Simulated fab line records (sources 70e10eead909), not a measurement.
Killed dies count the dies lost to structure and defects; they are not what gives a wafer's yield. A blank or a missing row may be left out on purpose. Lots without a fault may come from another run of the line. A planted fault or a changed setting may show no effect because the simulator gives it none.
2 desks looking at one fault || flow nand_harc || numbers are kept per desk, each desk with only its own; the story behind them comes last

== THE METROLOGY DESK ==
What the gauges read, lot by lot, whatever tool the lot ran on: means of the sampled wafers that have a number. The brackets show how far a lot's mean lies from the usual mean; more than 4 standard deviations puts the lot out of limits, marked OUT.
Columns: A = cd_nm at NHARC_P_ZERO_WELL_CD_MEAS_37, usual 719.6 nm
{"lot": "L416", "first seen here": "day 4 02:07", "A": 718.4}
{"lot": "L419", "first seen here": "day 5 08:03", "A": 720.1}
{"lot": "L426", "first seen here": "day 8 06:08", "A": 718.9}
{"lot": "L427", "first seen here": "day 8 16:07", "A": 719.8}
{"lot": "L428", "first seen here": "day 9 04:49", "A": 718.0}
{"lot": "L432", "first seen here": "day 10 18:00", "A": 719.0}
{"lot": "L434", "first seen here": "day 11 14:06", "A": 716.6}
This desk found nothing out of limits on any of the 7 lots.

== FOR THE TOOL OWNER'S DESK: krf_scanner-03 ==
The tool's own readings at NHARC_P_ZERO_WELL_EXPOSE_49 (exposes mask P HVPW, target cd 2000 nm): means of the sampled wafers that have a number, for each lot that ran on this tool. The brackets show how far a lot's mean lies from the usual mean; more than 4 standard deviations puts the lot out of limits, marked OUT.
Columns: A = reticle_temp_C at NHARC_P_ZERO_WELL_EXPOSE_49, usual 22.98 C
{"lot": "L419", "first seen here": "day 5 09:43", "A": 22.96}
{"lot": "L426", "first seen here": "day 8 07:37", "A": 22.87}
{"lot": "L427", "first seen here": "day 8 17:29", "A": 22.87}
{"lot": "L428", "first seen here": "day 9 06:12", "A": 23.00}
This desk found nothing out of limits on any of the 4 lots.

== PUT TOGETHER ==
Nothing out of limits was seen by the metrology desk.
The desk of the tool owner found nothing out of limits.

== WHAT THE SIMULATOR HAD INSERTED ==
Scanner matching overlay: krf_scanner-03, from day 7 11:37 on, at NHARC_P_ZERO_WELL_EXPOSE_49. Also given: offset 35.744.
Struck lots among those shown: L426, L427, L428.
